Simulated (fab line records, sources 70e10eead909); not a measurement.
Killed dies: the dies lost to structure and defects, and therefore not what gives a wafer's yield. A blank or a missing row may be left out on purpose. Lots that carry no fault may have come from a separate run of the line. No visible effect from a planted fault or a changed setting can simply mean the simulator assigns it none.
What tool caused it?	flow nand-harc	33 wafers from 11 lots sampled at 5 of the route's 1302 steps

WHAT THE GAUGES SHOWED, per wafer
The record holds no reading of a measuring or inspecting step that can be judged against a usual standard deviation.

TOOL THAT RAN EACH LOT (tool first, then ch and the chambers of the sampled wafers, then the start)
lot	NHARC_A_BLC_PVD_32	NHARC_A_M0_STRIP_18	NHARC_A_M0_PVD_20	NHARC_A_M0_ECD_22	NHARC_A_M0_CMP_23
L913	pvd-sputter-02, day 23 03:08 or earlier	rie-diel-07 ch 2,3, day 23 03:08	pvd-sputter-02, day 23 04:02 or earlier	ecd-cu-02 ch 0,1, day 23 04:02	cmp-04 ch 0,2,3, day 23 04:50
L916	pvd-sputter-02, day 23 17:15 or earlier	rie-diel-10 ch 0,2, day 23 17:15	pvd-sputter-03, day 23 18:14 or earlier	ecd-cu-01 ch 0,1, day 23 18:14	cmp-04 ch 0,2, day 23 18:51
L918	pvd-sputter-01, day 25 02:08 or earlier	rie-diel-05 ch 1,2,3, day 25 02:08	pvd-sputter-01, day 25 03:05 or earlier	ecd-cu-02 ch 0,1, day 25 03:05	cmp-03 ch 1,2,3, day 25 03:50
L922	pvd-sputter-01, day 26 19:17 or earlier	rie-diel-05 ch 2,3, day 26 19:17	pvd-sputter-01, day 26 20:11 or earlier	ecd-cu-02 ch 0, day 26 20:11	cmp-04 ch 1,2,3, day 26 20:58
L925	pvd-sputter-02, day 27 11:57 or earlier	rie-diel-10 ch 2,3, day 27 11:57	pvd-sputter-03, day 27 12:55 or earlier	ecd-cu-02 ch 0,1, day 27 12:55	cmp-04 ch 1,2, day 27 13:41
L923	pvd-sputter-03, day 27 13:18 or earlier	rie-diel-05 ch 1,2, day 27 13:18	pvd-sputter-03, day 27 14:20 or earlier	ecd-cu-02 ch 0,1, day 27 14:20	cmp-03 ch 0,2,3, day 27 14:59
L928	pvd-sputter-02, day 28 19:52 or earlier	rie-diel-10 ch 0,1, day 28 19:52	pvd-sputter-02, day 28 20:46 or earlier	ecd-cu-02 ch 0,1, day 28 20:46	cmp-03 ch 0,2,3, day 28 21:31
L933	pvd-sputter-01, day 30 21:33 or earlier	rie-diel-05 ch 0,2, day 30 21:33	pvd-sputter-02, day 30 22:28 or earlier	ecd-cu-01 ch 0,1, day 30 22:28	cmp-03 ch 2,3, day 30 23:13
L935	pvd-sputter-02, day 31 10:01 or earlier	rie-diel-10 ch 0,1,3, day 31 10:01	pvd-sputter-03, day 31 10:58 or earlier	ecd-cu-02 ch 0,1, day 31 10:58	cmp-02 ch 1,2,3, day 31 11:41
L934	pvd-sputter-02, day 31 12:23 or earlier	rie-diel-07 ch 0,1, day 31 12:23	pvd-sputter-03, day 31 13:17 or earlier	ecd-cu-02 ch 0,1, day 31 13:17	cmp-02 ch 0,3, day 31 13:59
L936	pvd-sputter-03, day 32 07:04 or earlier	rie-diel-05 ch 0,2,3, day 32 07:04	pvd-sputter-03, day 32 07:58 or earlier	ecd-cu-02 ch 0,1, day 32 07:58	cmp-02 ch 0,1,3, day 32 09:08
- NHARC_A_BLC_PVD_32: deposits Ti, target thk 5 nm, time 17.7 s.
- NHARC_A_M0_STRIP_18: strips in N2/H2.
- NHARC_A_M0_PVD_20: deposits TaN, target thk 5 nm, time 8.06 s.
- NHARC_A_M0_ECD_22: material Cu, target thk 400 nm.
- NHARC_A_M0_CMP_23: polishes, t overpolish 20 s, target thk 113.75 nm.

WHAT THE TOOLS THEMSELVES READ (means of the sampled wafers that have a number; where no wafer has one, the mark that the record gives instead)
NHARC_A_BLC_PVD_32.
lot	tool	cathode-dc-power-W (W)	throttle-valve-pct (%)
L913	pvd-sputter-02	4999.8	30.7
L916	pvd-sputter-02	5000.9	29.3
L918	pvd-sputter-01	4999.6	30.4
L922	pvd-sputter-01	4999.7	31.4
L925	pvd-sputter-02	4999.5	28.5
L923	pvd-sputter-03	5000.0	29.3
L928	pvd-sputter-02	5000.7	29.3
L933	pvd-sputter-01	4999.4	31.0
L935	pvd-sputter-02	5000.6	29.1
L934	pvd-sputter-02	5000.3	30.2
L936	pvd-sputter-03	5000.1	29.8

NHARC_A_M0_STRIP_18.
lot	tool	chamber-pressure-mTorr (mTorr)	drypump-motor-current-A (A)	oes-product-au (a.u.)	rf-fwd-power-W (W)	rf-vpp-V (V)	showerhead-plenum-p-Torr (Torr)	throttle-valve-pct (%)
L913	rie-diel-07	29.988	6.2	1.010	998	91.3	2.12	14.170
L916	rie-diel-10	30.014	5.6	0.998	997	90.1	2.03	14.173
L918	rie-diel-05	29.995	5.5	1.002	996	91.0	2.01	14.174
L922	rie-diel-05	29.989	5.6	0.997	999	90.4	2.05	14.173
L925	rie-diel-10	29.996	5.3	0.991	996	90.8	2.06	14.177
L923	rie-diel-05	30.042	5.3	1.004	996	90.8	2.02	14.165
L928	rie-diel-10	29.990	5.8	0.977	994	91.1	2.04	14.169
L933	rie-diel-05	30.009	5.3	1.006	996	90.1	2.06	14.171
L935	rie-diel-10	29.979	5.5	0.992	998	91.1	2.07	14.173
L934	rie-diel-07	30.007	5.6	1.000	993	90.2	2.01	14.180
L936	rie-diel-05	30.006	5.5	1.002	996	91.4	2.05	14.171

NHARC_A_M0_PVD_20.
lot	tool	cathode-dc-power-W (W)	throttle-valve-pct (%)
L913	pvd-sputter-02	14999	29.5
L916	pvd-sputter-03	14999	29.6
L918	pvd-sputter-01	14999	30.8
L922	pvd-sputter-01	15001	30.5
L925	pvd-sputter-03	14997	29.9
L923	pvd-sputter-03	15002	29.3
L928	pvd-sputter-02	15003	30.2
L933	pvd-sputter-02	14998	31.2
L935	pvd-sputter-03	15001	29.7
L934	pvd-sputter-03	15002	29.9
L936	pvd-sputter-03	14999	30.7

NHARC_A_M0_ECD_22.
lot	tool	bath-temp-c (C)
L913	ecd-cu-02	25.17
L916	ecd-cu-01	25.05
L918	ecd-cu-02	24.99
L922	ecd-cu-02	25.05
L925	ecd-cu-02	25.03
L923	ecd-cu-02	24.92
L928	ecd-cu-02	25.07
L933	ecd-cu-01	24.98
L935	ecd-cu-02	24.88
L934	ecd-cu-02	25.05
L936	ecd-cu-02	25.02

NHARC_A_M0_CMP_23.
lot	tool	edge-zone-pressure-frac	motor-current-A (A)	time-to-endpoint-s (s)
L913	cmp-04	1.002	13.3	31
L916	cmp-04	0.994	12.6	31
L918	cmp-03	1.003	10.9	27
L922	cmp-04	0.999	13.3	32
L925	cmp-04	1.001	14.4	34
L923	cmp-03	1.001	12.0	27
L928	cmp-03	1.001	12.1	21
L933	cmp-03	0.996	10.6	29
L935	cmp-02	0.995	11.9	29
L934	cmp-02	1.005	11.3	29
L936	cmp-02	1.001	11.5	26

THE ANSWER, worked out from the rows above alone
Rule: the lots themselves supply what counts as usual. The widest of any qualifying gaps counts: lots, ordered by their means at a reading, are off when they make up no more than a third of the lots, leave a main group of 4 or more, and stand apart from it by 3 or more times the standard deviation of that group's means. Not used: any main group whose means are identical at the precision the tables above print for the reading. A lot without any number at a reading at which 4 lots or more have one is off too. Any other lot the step has rows for is counted as sound. After the gauges, taken in route order, come the tools' own readings; for these a lot's mean is taken, as printed above. At the first step where some lot is off, the reading lying furthest off is the one used; lots without a number count as furthest.
Nothing can be told from this: no lot is off at any reading shown.

WHAT THE SIMULATOR HAD PUT IN
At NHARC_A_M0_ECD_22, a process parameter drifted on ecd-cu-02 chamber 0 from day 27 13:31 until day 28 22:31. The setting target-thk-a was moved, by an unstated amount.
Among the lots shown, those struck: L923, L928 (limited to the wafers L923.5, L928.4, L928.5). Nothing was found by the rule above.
